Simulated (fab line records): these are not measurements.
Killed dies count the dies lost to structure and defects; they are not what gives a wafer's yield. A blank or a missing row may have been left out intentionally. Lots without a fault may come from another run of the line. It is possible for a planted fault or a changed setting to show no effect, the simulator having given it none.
Problem report, 8D (eight disciplines) form, completed by code / flow nand_harc / the parts of the form that need people (team, actions taken, sign-off) are left out

1. WHAT IS WRONG
At NHARC_A_CHANNEL_HOLE_D2_INSPECT_40, raw_defect_count averages 1192 over 6 wafers from 2 lots, while fault-free wafers read 284, standard deviation 79. That is +12 standard deviations from the usual mean.
First seen on wafer L970.2, day 17 06:53, on defect_inspect-01. Wafers with a number at this step in the record: 36, from 12 lots. Rule for "out", or "out of limits": more than 4 standard deviations from the usual mean. The rest of the wafers with a number are treated as sound.

2. WHAT IT IS AND WHAT IT IS NOT
question=which readings at this step | is=raw_defect_count | is not=-
question=which lots | is=L970, L973 | is not=L962, L963, L967, L968, L979, L980, L981, L982, L984, L985
question=which wafers of those lots | is=all that have a number | is not=-
question=read on which gauges | is=defect_inspect-01 | is not=defect_inspect-02
question=when | is=from day 17 06:53 | is not=up to then (12 sound wafers); but 18 sound wafers of L979, L980, L981, L982, L984, L985 came after

3. SUSPECTS, AND WHAT RULES EACH OUT
Counting: a tool at any process step up to the reading remains a suspect when it ran all the lots that are out and ran no sound lot after the first of those.
- the gauge at NHARC_A_CHANNEL_HOLE_D2_INSPECT_40: kept. All the wafers that are out were read on defect_inspect-01, and no step on other tools shows them out.
- har_etch-01 at NHARC_A_CHANNEL_HOLE_D2_ETCH_19 (etches the open film in C4F8/O2/Ar, time 34.5 s): ruled out as a lasting fault. Sound lots L979, L981, L982, L984 ran on it after its first lot that is out, L970 (day 17 01:12).
- har_etch-01 at NHARC_A_CHANNEL_HOLE_D2_ETCH_23 (etches the open film in C4F8/O2/Ar, time 819 s, target depth 1600 nm): ruled out as a lasting fault. Sound lots L979, L981, L982, L984 ran on it after its first lot that is out, L970 (day 17 02:44).
- har_etch-01 at NHARC_A_CHANNEL_HOLE_D2_ETCH_26 (etches the open film in C4F8/O2/Ar, time 224.1 s, target depth 300 nm): ruled out as a lasting fault. Sound lots L979, L981, L982, L984 ran on it after its first lot that is out, L970 (day 17 04:59).
Remaining after the count: defect_inspect-01 at NHARC_A_CHANNEL_HOLE_D2_INSPECT_40.

4. THE CAUSE (what the simulator had put in)
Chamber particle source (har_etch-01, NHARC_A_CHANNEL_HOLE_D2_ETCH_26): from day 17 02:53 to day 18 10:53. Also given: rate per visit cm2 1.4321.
Counting ruled it out, wrongly: the rule takes a fault to strike every lot that its tool runs from its start on, and this one did not.

5. THE CHAIN OF EFFECTS, in route order
Rows list readings where the struck wafers' mean (over those with a number) sits beyond 3 standard deviations from the usual. Only readings whose record carries a usual standard deviation are examined. hours: median over the lots of the time between each lot's start at the first step of this table that gives one and its start at this step. sigmas: the change, counted in usual standard deviations.
hours=0; step=NHARC_A_CHANNEL_HOLE_D2_INSPECT_40; reading=raw_defect_count; usual=284; on struck wafers=1192; change=+908; sigmas=+12
At these later measuring or inspecting steps, every struck wafer for which the step has a row has a number for every such reading, and none has moved that far: NHARC_END_SORT_01.

6. WHAT WOULD HAVE CAUGHT IT SOONER
4 hours passed between the start of the fault at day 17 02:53 and the first reading out of limits at a measuring or inspecting step in this record, taken at day 17 06:53.
An alarm limit of 4 standard deviations would not have fired on the tool readings at NHARC_A_CHANNEL_HOLE_D2_ETCH_26 for which the record gives a usual standard deviation, since none of them was out on any struck wafer.
